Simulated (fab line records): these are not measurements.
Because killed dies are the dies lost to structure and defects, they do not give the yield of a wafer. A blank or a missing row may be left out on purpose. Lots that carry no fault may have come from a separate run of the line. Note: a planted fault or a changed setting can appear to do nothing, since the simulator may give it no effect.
fab line records + flow n5Finfet
[record]
- lots = 5
- wafers = 15
- lastDay = 17
route steps=1938 shown BEOL_M4@1069 PASSIVATION@1936
lots that met no fault: from a run of the same line without faults
startH: hours from the record's opening day to when the first of the lot's shown wafers began + waitH: hours since the lot's step before + " repeats the value in the row above + L1.1+2: one row covering several wafers at once + - no value, or no start given + * or withheld: withheld + < > ~ a bound
route shown NAME@n: names a module that has steps shown in the file, with the first one's number in the route + usual: average and standard deviation across the fault-free wafers + same: alike in all rows + chamber/n: place in a boat + sites: per-site readings + _std_site: the values' standard deviation + _edge_site: outer sites' mean less inner sites' + radiusMm: how far each site lies from the wafer's centre + mask NAME#n: copy n + behind: the tool/chamber that last shaped the wafer + hold: what put the lot on hold/how long, in hours/how the hold closed + device: the n, p or np transistor that did not switch + end of line: at the end of the route, the tests of the same wafers + a step given without rows: its recipe and nothing more + killed: dies lost to structure and defects at the first sort, not the wafer's yield + map: dies across one wafer; x = killed, . = not, _ = none there
set.NAME: the setting that was run; set.NAME@STEP: the one run at that earlier step + model.NAME: the simulator's own value behind a step, which no gauge read
lots at selected steps of the route; one table per step, one row per wafer
services: a tool's chamber out of use, with start hour (startH, from the record's first day; less than 0 if before it), hours out, and reason
[[steps]]
[step N5_BEOL_M4_STRIP_36]
[recipe]
- chemistry = N2/H2
- powerW = 450
- tempC = 40
- pressureMtorr = 20
- rfFrequencyHz = 6e+07
- overashFraction = 0.3
- biasPowerW = 7
- h2Frac = 0.5
- n2FlowSccm = 200
- h2FlowSccm = 200
[step N5_BEOL_M4_TRENCH_ETCH_37]
[recipe]
- chemistry = C4F6/O2
- targetDepthA = 555.55
- target = SiOC
- timeS = 29.2
- ionEnergyEv = 250
- pressureMtorr = 30
- sourceW = 355
- biasW = 185
- Ar_flow_sccm = 300
- C4F6_flow_sccm = 10
- O2_flow_sccm = 10
[step N5_BEOL_M4_ETCH_41]
[recipe]
- chemistry = CH3F/O2
- target = SiCN
- targetDepthA = 299
- taperDeg = 2
- timeS = 52.5
- ionEnergyEv = 120
- maskMaterial = TiN
- pressureMtorr = 30
- sourceW = 395
- biasW = 75
- Ar_flow_sccm = 150
- CH3F_flow_sccm = 30
- O2_flow_sccm = 20
[step N5_BEOL_M4_STRIP_97]
[recipe]
- chemistry = N2/H2
- timeS = 10
- powerW = 450
- tempC = 40
- pressureMtorr = 20
- rfFrequencyHz = 6e+07
- biasPowerW = 7
- n2FlowSccm = 200
- h2FlowSccm = 200
[step N5_BEOL_M4_HM_STRIP_39]
[recipe]
- chemistry = peroxideTinStrip
- material = TiN
- targetDepthA = 250
- tempC = 50
- timeS = 158
[step N5_BEOL_M4_SRD_40]
[recipe]
- timeS = 30
- tempC = 23
- rinseLiquid = diw
- dry = ipaMarangoni
[step N5_BEOL_M4_PRECLEAN_42]
[recipe]
- chemistry = residueRemover
- timeS = 60
- tempC = 40
[step N5_BEOL_M4_SRD_43]
[recipe]
- timeS = 30
- tempC = 23
- rinseLiquid = diw
- dry = ipaMarangoni
[step N5_BEOL_M4_DEGAS_44]
[recipe]
- ambient = vacuum
- tempC = 250
- timeS = 60
[step N5_BEOL_M4_PRE_CLEAN_45]
[recipe]
- gas = H2/He
- timeS = 30
- tempC = 250
[step N5_BEOL_M4_ALD_84]
[recipe]
- material = TaN
- targetThkA = *
- tempC = 275
- aldPrecursorFamily = PDMAT
- aldCoReactant = NH3
- pressureTorr = 3
- carrierFlowSccm = 1500
- pulseTimeS = 2
- purgeTimeS = 3
- coReactantPurgeTimeS = 2
- coReactantPulseTimeS = 3
- aldCycles = 30
- precursorVesselTempC = 75
- precursorVesselPressureTorr = 26.25
- precursorVesselCarrierSccm = 1000
[usual]
- aldCycles = 30/0
- chamberPressureTorr = 3.000/0.0069
- heaterPowerOuterW = 251/21
- heaterPowerW = 443/40
- purgeTimeS = 3/0
- susceptorTempC = 274.99/0.17
| lot.wafer | tool        | chamber | startH | waitH | aldCycles | chamberPressureTorr | heaterPowerOuterW | heaterPowerW | purgeTimeS | susceptorTempC |
|-----------|-------------|---------|--------|-------|-----------|---------------------|-------------------|--------------|------------|----------------|
| L395.1    | aldMetal-04 | 2       | 244.66 | 0.2   | 30        | 2.995               | 238               | 432          | 3          | 274.88         |
| L395.4    | "           | 3       | "      | "     | 30        | 3.011               | 231               | 459          | 3          | 274.89         |
| L395.6    | "           | 3       | "      | "     | 30        | 3.015               | 228               | 459          | 3          | 274.99         |
| L396.4    | aldMetal-02 | 3       | 265.25 | 0.1   | -         | -                   | -                 | -            | -          | -              |
| L396.5    | "           | 1       | "      | "     | -         | -                   | -                 | -            | -          | -              |
| L396.6    | "           | 2       | "      | "     | -         | -                   | -                 | -            | -          | -              |
| L397.2    | aldMetal-02 | 3       | 265.61 | 0.0   | -         | -                   | -                 | -            | -          | -              |
| L397.3    | "           | 0       | "      | "     | -         | -                   | -                 | -            | -          | -              |
| L397.4    | "           | 2       | "      | "     | -         | -                   | -                 | -            | -          | -              |
| L399.3    | aldMetal-04 | 2       | 269.61 | 0.0   | -         | -                   | -                 | -            | -          | -              |
| L399.5    | "           | 0       | "      | "     | -         | -                   | -                 | -            | -          | -              |
| L399.6    | "           | 1       | "      | "     | -         | -                   | -                 | -            | -          | -              |
| L404.3    | aldMetal-01 | 0       | 302.44 | 0.2   | 30        | 3.006               | 261               | 495          | 3          | 274.44         |
| L404.4    | "           | 2       | "      | "     | 30        | 3.003               | 244               | 467          | 3          | 275.21         |
| L404.5    | "           | 0       | "      | "     | 30        | 3.003               | 258               | 504          | 3          | 274.63         |
[step N5_BEOL_M4_SURFACE_TREAT_85]
[recipe]
- gas = Ar
- timeS = *
- ionEnergyEv = *
- ionCurrentMaCm2 = 0.5
- pressureMtorr = *
- arFlowSccm = 30
[step N5_BEOL_M4_CVD_47]
[recipe]
- material = Co
- targetThkA = 30
- tempC = withheld
- precursor = CCTBA/H2
- pressureTorr = 30
- timeS = 223.8
[step N5_BEOL_M4_SPUTTER_48]
[recipe]
- material = Cu
- targetThkA = 45
- tempC = -20
- chamberPressurePa = 0.07
- powerW = withheld
- timeS = 8.29
[step N5_BEOL_M4_ANNEAL_49]
[recipe]
- tempC = 400
- timeS = 240
- ambient = vacuum
[step N5_BEOL_M4_SPUTTER_79]
[recipe]
- material = Cu
- targetThkA = 45
- tempC = -20
- chamberPressurePa = 0.07
- powerW = withheld
- timeS = 8.29
[step N5_BEOL_M4_ANNEAL_80]
[recipe]
- tempC = 400
- timeS = 240
- ambient = vacuum
[step N5_BEOL_M4_SPUTTER_81]
[recipe]
- material = Cu
- targetThkA = 45
- tempC = -20
- chamberPressurePa = 0.07
- powerW = withheld
- timeS = 8.29
[step N5_BEOL_M4_ANNEAL_82]
[recipe]
- tempC = 400
- timeS = 240
- ambient = vacuum
[step N5_BEOL_M4_SPUTTER_86]
[recipe]
- material = Cu
- targetThkA = 45
- tempC = -20
- chamberPressurePa = 0.07
- powerW = withheld
- timeS = 8.29
[step N5_BEOL_M4_ANNEAL_87]
[recipe]
- tempC = 400
- timeS = 240
- ambient = vacuum
[step N5_BEOL_M4_SPUTTER_88]
[recipe]
- material = Cu
- targetThkA = 45
- tempC = -20
- chamberPressurePa = 0.07
- powerW = withheld
- timeS = 8.29
[step N5_BEOL_M4_ANNEAL_89]
[recipe]
- tempC = 400
- timeS = 240
- ambient = vacuum
[step N5_BEOL_M4_SPUTTER_90]
[recipe]
- material = Cu
- targetThkA = 45
- tempC = -20
- chamberPressurePa = 0.07
- powerW = withheld
- timeS = 8.29
[step N5_BEOL_M4_ANNEAL_91]
[recipe]
- tempC = 400
- timeS = 240
- ambient = vacuum
[step N5_BEOL_M4_SPUTTER_92]
[recipe]
- material = Cu
- targetThkA = 45
- tempC = -20
- chamberPressurePa = 0.07
- powerW = withheld
- timeS = 8.29
[step N5_BEOL_M4_ANNEAL_93]
[recipe]
- tempC = 400
- timeS = 240
- ambient = vacuum
[step N5_BEOL_M4_SPUTTER_94]
[recipe]
- material = Cu
- targetThkA = 45
- tempC = -20
- chamberPressurePa = 0.07
- powerW = withheld
- timeS = 8.29
[step N5_BEOL_M4_ANNEAL_95]
[recipe]
- tempC = 400
- timeS = 240
- ambient = vacuum
[step N5_BEOL_M4_SPUTTER_96]
[recipe]
- material = Cu
- targetThkA = 45
- tempC = -20
- chamberPressurePa = 0.07
- powerW = withheld
- timeS = 8.29
[step N5_BEOL_M4_ECD_50]
[recipe]
- material = Cu
- targetThkA = 3000
[step N5_BEOL_M4_ANNEAL_51]
[recipe]
- tempC = 225
- timeS = 90
- ambient = N2
[step N5_BEOL_M4_CMP_52]
[recipe]
- stopOn = SiOC
- tOverpolishS = 6.8
- downForcePsi = 1
- platenRpm = 50
- clearingPlatenDownForcePsi = 1.5
- clearingPlatenRpm = 50
- postCmpClean = cuAlkaline
- targetThkNm = 40
- clearingPlatenPadVelocityMS = 0.99484
- padVelocityMS = 0.99484
[usual]
- barrierFieldEndpointS = 24.7/0.55
- motorCurrentA = 6.2/0.59
- platenRpm = 49.99/0.035
| lot.wafer | tool   | chamber | startH | waitH | barrierFieldEndpointS | motorCurrentA | platenRpm |
|-----------|--------|---------|--------|-------|-----------------------|---------------|-----------|
| L395.1    | cmp-02 | 1       | 248.94 | 0.3   | 24.4                  | 5.4           | 49.96     |
| L395.4    | "      | 2       | "      | "     | 24.5                  | 6.6           | 50.01     |
| L395.6    | "      | 1       | "      | "     | 23.9                  | 5.8           | 50.04     |
| L396.4    | cmp-02 | 1       | 268.06 | 0.2   | 23.9                  | 5.5           | 49.97     |
| L396.6    | "      | 0       | "      | "     | 23.9                  | 5.7           | 49.98     |
| L396.5    | "      | 1       | "      | "     | 22.9                  | 5.5           | 49.96     |
| L397.2    | cmp-01 | 1       | 268.68 | 0.2   | 21.4                  | 6.5           | 50.06     |
| L397.4    | "      | 3       | "      | "     | 23.5                  | 5.9           | 49.99     |
| L397.3    | "      | 0       | "      | "     | 22.8                  | 8.0           | 50.00     |
| L399.3    | cmp-02 | 2       | 274.08 | 0.2   | 23.1                  | 6.1           | 49.96     |
| L399.6    | "      | 0       | "      | "     | 23.2                  | 5.4           | 49.96     |
| L399.5    | "      | 1       | "      | "     | 22.6                  | 5.8           | 49.99     |
| L404.3    | cmp-01 | 0       | 305.60 | 0.2   | 24.6                  | 7.5           | 50.00     |
| L404.4    | "      | 1       | "      | "     | 24.6                  | 6.6           | 50.00     |
| L404.5    | "      | 2       | "      | "     | 25.0                  | 6.1           | 49.95     |
[step N5_BEOL_M4_RC_MEAS_101]
[usual]
- DIBL_N = 35.8/1.6
- DIBL_P = 36.0/2.1
- IOFF_N = 0.153/0.026
- IOFF_P = 0.21/0.037
- ION_N = 673/11
- ION_P = 462/7.6
- SS_N = 71.4/0.53
- SS_P = 73.2/0.67
- VT_N = 250/3.2
- VT_P = -250/3.7
| lot.wafer | tool      | chamber | startH | waitH | DIBL_N[mV/V] | DIBL_P[mV/V] | IOFF_N[nA/um] | IOFF_P[nA/um] | ION_N[uA/um] | ION_P[uA/um] | SS_N[mV/dec] | SS_P[mV/dec] | VT_N[mV] | VT_P[mV] |
|-----------|-----------|---------|--------|-------|--------------|--------------|---------------|---------------|--------------|--------------|--------------|--------------|----------|----------|
| L395.1    | prober-02 | 0       | 249.51 | 0.0   | 36.2         | 37.7         | 0.169         | 0.24          | 684          | 481          | 71.1         | 74.0         | 246      | -247     |
| L395.4    | "         | 0       | "      | "     | 37.4         | 38.1         | 0.176         | 0.26          | 677          | 470          | 72.2         | 73.0         | 246      | -248     |
| L395.6    | "         | 0       | "      | "     | 37.2         | 38.2         | 0.172         | 0.25          | 668          | 467          | 72.7         | 73.0         | 248      | -247     |
| L404.3    | prober-01 | 0       | 306.44 | 0.3   | 36.8         | 34.1         | 0.152         | 0.18          | 670          | 456          | 71.5         | 73.1         | 252      | -255     |
| L404.4    | "         | 0       | "      | "     | 36.2         | 35.0         | 0.149         | 0.20          | 674          | 455          | 71.8         | 73.4         | 251      | -254     |
| L404.5    | "         | 0       | "      | "     | 35.1         | 33.0         | 0.130         | 0.17          | 664          | 455          | 71.4         | 73.3         | 253      | -254     |
[step N5_PASSIVATION_PROBE_49]
[usual]
- defectLimitedYield = 91.3/1.5
- killed_at_M0_to_M3 = 33/12
- killed_at_M4_up = 13/5.2
- killedAtContacts = 13/6.7
- killedAtFrontEnd = 40/11
- killedAtOther = 4.1/2.7
- killedDies = 103/17
- killedOnRim = 14/4.2
- killedOpen = 69/13
- killedShort = 33/8.4
- sort_bin_4_leakage = 0/0
- sort_bin_5_function = 5.1/1
- sort_bin_6_memory = 3.2/0.62
- sortNPass = 1077/17
- sortYieldPct = 91.3/1.5
[same]
- grossDies = 1180
- killedAtBackSide = 0
- sort_bin_8_speed[%] = 0
| lot.wafer | tool      | chamber | startH | waitH | defectLimitedYield[%] | killed_at_M0_to_M3 | killed_at_M4_up | killedAtContacts | killedAtFrontEnd | killedAtOther | killedDies | killedOnRim | killedOpen | killedShort | sort_bin_4_leakage[%] | sort_bin_5_function[%] | sort_bin_6_memory[%] | sortNPass | sortYieldPct[%] |
|-----------|-----------|---------|--------|-------|-----------------------|--------------------|-----------------|------------------|------------------|---------------|------------|-------------|------------|-------------|-----------------------|------------------------|----------------------|-----------|-----------------|
| L395.1    | prober-02 | -       | 363.70 | 0.0   | 90.5                  | 39                 | 8               | 14               | 45               | 6             | 112        | 17          | 74         | 38          | 0                     | 5.2                    | 4.1                  | 1068      | 90.5            |
| L395.4    | prober-02 | -       | 363.85 | 0.2   | 91.9                  | 37                 | 10              | 6                | 42               | 1             | 96         | 18          | 64         | 26          | 0                     | 4.7                    | 3.0                  | 1084      | 91.9            |
| L395.6    | prober-02 | -       | 363.95 | 0.3   | 91.9                  | 28                 | 15              | 11               | 37               | 4             | 95         | 16          | 67         | 26          | 0                     | 4.7                    | 3.3                  | 1085      | 91.9            |
| L397.2    | prober-02 | -       | 382.43 | 0.1   | 0                     | 52                 | 1072            | 7                | 45               | 4             | 1180       | 152         | 79         | 40          | 89.75                 | 5.8                    | 4.0                  | 0         | 0               |
| L397.3    | prober-02 | -       | 382.48 | 0.1   | 0                     | 58                 | 1056            | 9                | 54               | 3             | 1180       | 152         | 87         | 44          | 88.73                 | 6.4                    | 4.4                  | 0         | 0               |
| L397.4    | prober-02 | -       | 382.53 | 0.2   | 0                     | 76                 | 1036            | 7                | 56               | 5             | 1180       | 152         | 94         | 56          | 87.03                 | 8.0                    | 4.8                  | 0         | 0               |
| L396.4    | prober-02 | -       | 383.16 | 0.2   | 0                     | 41                 | 1086            | 18               | 34               | 1             | 1180       | 152         | 66         | 35          | 91.27                 | 5.1                    | 3.5                  | 0         | 0               |
| L396.5    | prober-02 | -       | 383.21 | 0.2   | 0                     | 37                 | 1089            | 16               | 37               | 1             | 1180       | 152         | 68         | 38          | 91.02                 | 4.7                    | 4.0                  | 0         | 0               |
| L396.6    | prober-02 | -       | 383.26 | 0.3   | 0                     | 28                 | 1114            | 11               | 27               | 0             | 1180       | 152         | 50         | 20          | 93.98                 | 3.4                    | 2.5                  | 0         | 0               |
| L399.3    | prober-01 | -       | 390.82 | 0.1   | 0                     | 53                 | 1068            | 12               | 40               | 7             | 1180       | 152         | 77         | 46          | 89.49                 | 6.5                    | 3.6                  | 0         | 0               |
| L399.5    | prober-01 | -       | 390.92 | 0.2   | 0                     | 24                 | 1093            | 10               | 47               | 6             | 1180       | 152         | 71         | 23          | 92.03                 | 4.5                    | 3.3                  | 0         | 0               |
| L399.6    | prober-01 | -       | 390.97 | 0.3   | 0                     | 31                 | 1084            | 10               | 53               | 2             | 1180       | 152         | 80         | 29          | 90.76                 | 5.2                    | 3.6                  | 0         | 0               |
| L404.3    | prober-02 | -       | 410.73 | 0.1   | 92.6                  | 31                 | 22              | 8                | 26               | 0             | 87         | 17          | 66         | 21          | 0                     | 4.2                    | 3.1                  | 1093      | 92.6            |
| L404.4    | prober-02 | -       | 410.78 | 0.2   | 92.2                  | 23                 | 21              | 18               | 30               | 0             | 92         | 10          | 63         | 29          | 0                     | 4.8                    | 2.7                  | 1088      | 92.2            |
| L404.5    | prober-02 | -       | 410.83 | 0.2   | 92.4                  | 20                 | 25              | 20               | 23               | 2             | 90         | 12          | 68         | 21          | 0                     | 4.7                    | 2.9                  | 1090      | 92.4            |
// killed by level:class
L395.1 STI_FIN_REVEAL:geometricParticle:open=15 MOL_CONTACT_COAG:geometricParticle:open=12 BEOL_M3:geometricParticle:open=9 FIN_SAQP:geometricParticle:open=7 BEOL_M0_SAQP:geometricParticle:short=6 GATE_CUT:geometricParticle:short=5 BEOL_M3:geometricParticle:short=5 FIN_SAQP:geometricParticle:short=4
L395.4 FIN_SAQP:geometricParticle:open=7 STI_FIN_REVEAL:geometricParticle:open=7 BEOL_M3:geometricParticle:open=7 BEOL_M2:geometricParticle:open=6 MOL_CONTACT_COAG:geometricParticle:open=5 DUMMY_GATE:geometricParticle:open=5 GATE_CUT:geometricParticle:open=5 BEOL_M1:geometricParticle:short=5
L395.6 FIN_SAQP:geometricParticle:open=12 MOL_CONTACT_COAG:geometricParticle:open=9 DUMMY_GATE:geometricParticle:open=7 BEOL_M3:geometricParticle:open=7 BEOL_M5:geometricParticle:open=7 FIN_SAQP:geometricParticle:short=4 STI_FIN_REVEAL:geometricParticle:open=4 BEOL_M0_SAQP:geometricParticle:short=4
L397.2 BEOL_M4:areaAld=1043 BEOL_M0_SAQP:geometricParticle:open=18 M4:areaAld=16 STI_FIN_REVEAL:geometricParticle:open=12 BEOL_M2:geometricParticle:open=8 BEOL_M0_SAQP:geometricParticle:short=6 BEOL_M3:geometricParticle:open=6 MOL_CONTACT_COAG:geometricParticle:short=5
L397.3 BEOL_M4:areaAld=1032 BEOL_M0_SAQP:geometricParticle:open=16 M4:areaAld=15 BEOL_M0_SAQP:geometricParticle:short=14 FIN_SAQP:geometricParticle:short=12 FIN_SAQP:geometricParticle:open=11 BEOL_M3:geometricParticle:open=10 BEOL_M0:geometricParticle:open=7
L397.4 BEOL_M4:areaAld=1003 BEOL_M0_SAQP:geometricParticle:short=27 M4:areaAld=24 BEOL_M0_SAQP:geometricParticle:open=18 STI_FIN_REVEAL:geometricParticle:open=15 FIN_SAQP:geometricParticle:short=10 BEOL_M3:geometricParticle:open=9 BEOL_M1:geometricParticle:open=8
L396.4 BEOL_M4:areaAld=1058 M4:areaAld=19 MOL_CONTACT_COAG:geometricParticle:open=15 FIN_SAQP:geometricParticle:short=12 BEOL_M2:geometricParticle:open=9 BEOL_M0_SAQP:geometricParticle:short=8 BEOL_M3:geometricParticle:open=6 BEOL_M1:geometricParticle:open=5
L396.5 BEOL_M4:areaAld=1053 M4:areaAld=21 BEOL_M0_SAQP:geometricParticle:open=14 MOL_CONTACT_COAG:geometricParticle:open=12 BEOL_M0_SAQP:geometricParticle:short=12 STI_FIN_REVEAL:geometricParticle:open=8 STARTING-WAFER:geometricParticle:short=7 BEOL_M2:geometricParticle:open=6
L396.6 BEOL_M4:areaAld=1095 M4:areaAld=14 MOL_CONTACT_COAG:geometricParticle:open=11 BEOL_M0_SAQP:geometricParticle:open=10 FIN_SAQP:geometricParticle:open=8 STI_FIN_REVEAL:geometricParticle:open=7 BEOL_M2:geometricParticle:open=5 FIN_SAQP:geometricParticle:short=4
L399.3 BEOL_M4:areaAld=1044 M4:areaAld=12 BEOL_M0_SAQP:geometricParticle:open=11 BEOL_M0_SAQP:geometricParticle:short=11 FIN_SAQP:geometricParticle:open=10 BEOL_M1:geometricParticle:open=10 MOL_CONTACT_COAG:geometricParticle:short=6 MOL_CONTACT_COAG:geometricParticle:open=6
L399.5 BEOL_M4:areaAld=1071 STI_FIN_REVEAL:geometricParticle:open=16 M4:areaAld=15 FIN_SAQP:geometricParticle:open=9 MOL_CONTACT_COAG:geometricParticle:open=8 BEOL_M3:geometricParticle:open=8 FIN_SAQP:geometricParticle:short=4 DUMMY_GATE:geometricParticle:open=4
L399.6 BEOL_M4:areaAld=1054 M4:areaAld=17 STI_FIN_REVEAL:geometricParticle:open=14 FIN_SAQP:geometricParticle:open=11 MOL_CONTACT_COAG:geometricParticle:open=10 BEOL_M3:geometricParticle:open=7 DUMMY_GATE:geometricParticle:open=6 BEOL_M0_SAQP:geometricParticle:short=6
L404.3 BEOL_M4:geometricParticle:open=15 BEOL_M3:geometricParticle:open=8 FIN_SAQP:geometricParticle:open=7 BEOL_M2:geometricParticle:open=6 MOL_CONTACT_COAG:geometricParticle:open=5 STARTING-WAFER:geometricParticle:open=5 DUMMY_GATE:geometricParticle:open=4 BEOL_M0_SAQP:geometricParticle:short=4
L404.4 BEOL_M4:geometricParticle:open=15 MOL_CONTACT_COAG:geometricParticle:open=11 MOL_CONTACT_COAG:geometricParticle:short=7 STI_FIN_REVEAL:geometricParticle:open=6 BEOL_M2:geometricParticle:open=6 FIN_SAQP:geometricParticle:short=5 STARTING-WAFER:geometricParticle:short=5 FIN_SAQP:geometricParticle:open=4
L404.5 MOL_CONTACT_COAG:geometricParticle:open=18 BEOL_M4:geometricParticle:open=15 FIN_SAQP:geometricParticle:short=7 FIN_SAQP:geometricParticle:open=6 BEOL_M3:geometricParticle:open=6 BEOL_M2:geometricParticle:open=5 BEOL_M1:geometricParticle:open=4 STI_FIN_REVEAL:geometricParticle:open=3
// map L396.4 (x killed, . not)
_________________xxxxxxxxxxxx________________
______________xxxxxxxxxxxxxxxxxx_____________
___________xxxxxxxxxxxxxxxxxxxxxxxx__________
__________xxxxxxxxxxxxxxxxxxxxxxxxxx_________
________xxxxxxxxxxxxxxxxxxxxxxxxxxxxxx_______
_______xxxxxxxxxxxxxxxxxxxxxxxxxxxxxxxx______
______xxxxxxxxxxxxxxxxxxxxxxxxxxxxxxxxxx_____
_____xxxxxxxxxxxxxxxxxxxxxxxxxxxxxxxxxxxx____
____xxxxxxxxxxxxxxxxxxxxxxxxxxxxxxxxxxxxxx___
___xxxxxxxxxxxxxxxxxxxxxxxxxxxxxxxxxxxxxxxx__
___xxxxxxxxxxxxxxxxxxxxxxxxxxxxxxxxxxxxxxxx__
__xxxxxxxxxxxxxxxxxxxxxxxxxxxxxxxxxxxxxxxxxx_
__xxxxxxxxxxxxxxxxxxxxxxxxxxxxxxxxxxxxxxxxxx_
_xxxxxxxxxxxxxxxxxxxxxxxxxxxxxxxxxxxxxxxxxxxx
_xxxxxxxxxxxxxxxxxxxxxxxxxxxxxxxxxxxxxxxxxxxx
_xxxxxxxxxxxxxxxxxxxxxxxxxxxxxxxxxxxxxxxxxxxx
_xxxxxxxxxxxxxxxxxxxxxxxxxxxxxxxxxxxxxxxxxxxx
_xxxxxxxxxxxxxxxxxxxxxxxxxxxxxxxxxxxxxxxxxxxx
_xxxxxxxxxxxxxxxxxxxxxxxxxxxxxxxxxxxxxxxxxxxx
_xxxxxxxxxxxxxxxxxxxxxxxxxxxxxxxxxxxxxxxxxxxx
_xxxxxxxxxxxxxxxxxxxxxxxxxxxxxxxxxxxxxxxxxxxx
__xxxxxxxxxxxxxxxxxxxxxxxxxxxxxxxxxxxxxxxxxx_
__xxxxxxxxxxxxxxxxxxxxxxxxxxxxxxxxxxxxxxxxxx_
___xxxxxxxxxxxxxxxxxxxxxxxxxxxxxxxxxxxxxxxx__
___xxxxxxxxxxxxxxxxxxxxxxxxxxxxxxxxxxxxxxxx__
____xxxxxxxxxxxxxxxxxxxxxxxxxxxxxxxxxxxxxx___
_____xxxxxxxxxxxxxxxxxxxxxxxxxxxxxxxxxxxx____
______xxxxxxxxxxxxxxxxxxxxxxxxxxxxxxxxxx_____
_______xxxxxxxxxxxxxxxxxxxxxxxxxxxxxxxx______
________xxxxxxxxxxxxxxxxxxxxxxxxxxxxxx_______
__________xxxxxxxxxxxxxxxxxxxxxxxxxx_________
___________xxxxxxxxxxxxxxxxxxxxxxxx__________
______________xxxxxxxxxxxxxxxxxx_____________
_________________xxxxxxxxxxxx________________
// map L397.2 (x killed, . not)
_________________xxxxxxxxxxxx________________
______________xxxxxxxxxxxxxxxxxx_____________
___________xxxxxxxxxxxxxxxxxxxxxxxx__________
__________xxxxxxxxxxxxxxxxxxxxxxxxxx_________
________xxxxxxxxxxxxxxxxxxxxxxxxxxxxxx_______
_______xxxxxxxxxxxxxxxxxxxxxxxxxxxxxxxx______
______xxxxxxxxxxxxxxxxxxxxxxxxxxxxxxxxxx_____
_____xxxxxxxxxxxxxxxxxxxxxxxxxxxxxxxxxxxx____
____xxxxxxxxxxxxxxxxxxxxxxxxxxxxxxxxxxxxxx___
___xxxxxxxxxxxxxxxxxxxxxxxxxxxxxxxxxxxxxxxx__
___xxxxxxxxxxxxxxxxxxxxxxxxxxxxxxxxxxxxxxxx__
__xxxxxxxxxxxxxxxxxxxxxxxxxxxxxxxxxxxxxxxxxx_
__xxxxxxxxxxxxxxxxxxxxxxxxxxxxxxxxxxxxxxxxxx_
_xxxxxxxxxxxxxxxxxxxxxxxxxxxxxxxxxxxxxxxxxxxx
_xxxxxxxxxxxxxxxxxxxxxxxxxxxxxxxxxxxxxxxxxxxx
_xxxxxxxxxxxxxxxxxxxxxxxxxxxxxxxxxxxxxxxxxxxx
_xxxxxxxxxxxxxxxxxxxxxxxxxxxxxxxxxxxxxxxxxxxx
_xxxxxxxxxxxxxxxxxxxxxxxxxxxxxxxxxxxxxxxxxxxx
_xxxxxxxxxxxxxxxxxxxxxxxxxxxxxxxxxxxxxxxxxxxx
_xxxxxxxxxxxxxxxxxxxxxxxxxxxxxxxxxxxxxxxxxxxx
_xxxxxxxxxxxxxxxxxxxxxxxxxxxxxxxxxxxxxxxxxxxx
__xxxxxxxxxxxxxxxxxxxxxxxxxxxxxxxxxxxxxxxxxx_
__xxxxxxxxxxxxxxxxxxxxxxxxxxxxxxxxxxxxxxxxxx_
___xxxxxxxxxxxxxxxxxxxxxxxxxxxxxxxxxxxxxxxx__
___xxxxxxxxxxxxxxxxxxxxxxxxxxxxxxxxxxxxxxxx__
____xxxxxxxxxxxxxxxxxxxxxxxxxxxxxxxxxxxxxx___
_____xxxxxxxxxxxxxxxxxxxxxxxxxxxxxxxxxxxx____
______xxxxxxxxxxxxxxxxxxxxxxxxxxxxxxxxxx_____
_______xxxxxxxxxxxxxxxxxxxxxxxxxxxxxxxx______
________xxxxxxxxxxxxxxxxxxxxxxxxxxxxxx_______
__________xxxxxxxxxxxxxxxxxxxxxxxxxx_________
___________xxxxxxxxxxxxxxxxxxxxxxxx__________
______________xxxxxxxxxxxxxxxxxx_____________
_________________xxxxxxxxxxxx________________
[[services]]
| tool        | chamber | startH | hours | kind                          |
|-------------|---------|--------|-------|-------------------------------|
| aldMetal-02 | 2       | 228.14 | 6.6   | repair                        |
| cmp-01      | -       | 236.34 | 4.0   | pm                            |
| cmp-01      | -       | 240.34 | -     | consumableReplace:conditioner |
| cmp-01      | -       | 240.34 | -     | consumableReplace:pad         |
| aldMetal-04 | 3       | 271.36 | 25.0  | repair                        |
[[key]]
[firstSign]
- step = N5_BEOL_M4_ALD_84
- reading = toolRecord
- direction = missing
[effect]
- step = N5_BEOL_M4_CMP_52
- reading = barrierFieldEndpointS
- direction = down
- sigmas = 3
- usual = 24.7
- struck = 23.0
[effect]
- step = N5_PASSIVATION_PROBE_49
- reading = sort_bin_4_leakage
- direction = up
- sigmas = 99+
- usual = 0
- struck = 90.45
[moreKillsBornAt]
- N5_BEOL_M4_ALD_84@aldMetal-02 = 6393
- N5_BEOL_M4_ALD_84@aldMetal-04 = 3213
metAt N5_BEOL_M4_ALD_84
struckWafers L396.4,L396.5,L396.6,L397.2,L397.3,L397.4,L399.3,L399.5,L399.6
laterRowsLeftOut L396.4,L396.5,L396.6,L397.2,L397.3,L397.4,L399.3,L399.5,L399.6
onsetBetween 244.66 265.25
[fault]
- kind = skippedStepWhole
- tool = aldMetal-02,aldMetal-04
- chamber = -
- onsetH = 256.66
- steps = N5_BEOL_M4_ALD_84
- scope = struckLotsOnly
// laterRowsLeftOut: the simulator's readings of these wafers behind a module that went badly wrong aren't trusted and aren't shown, but for the sort
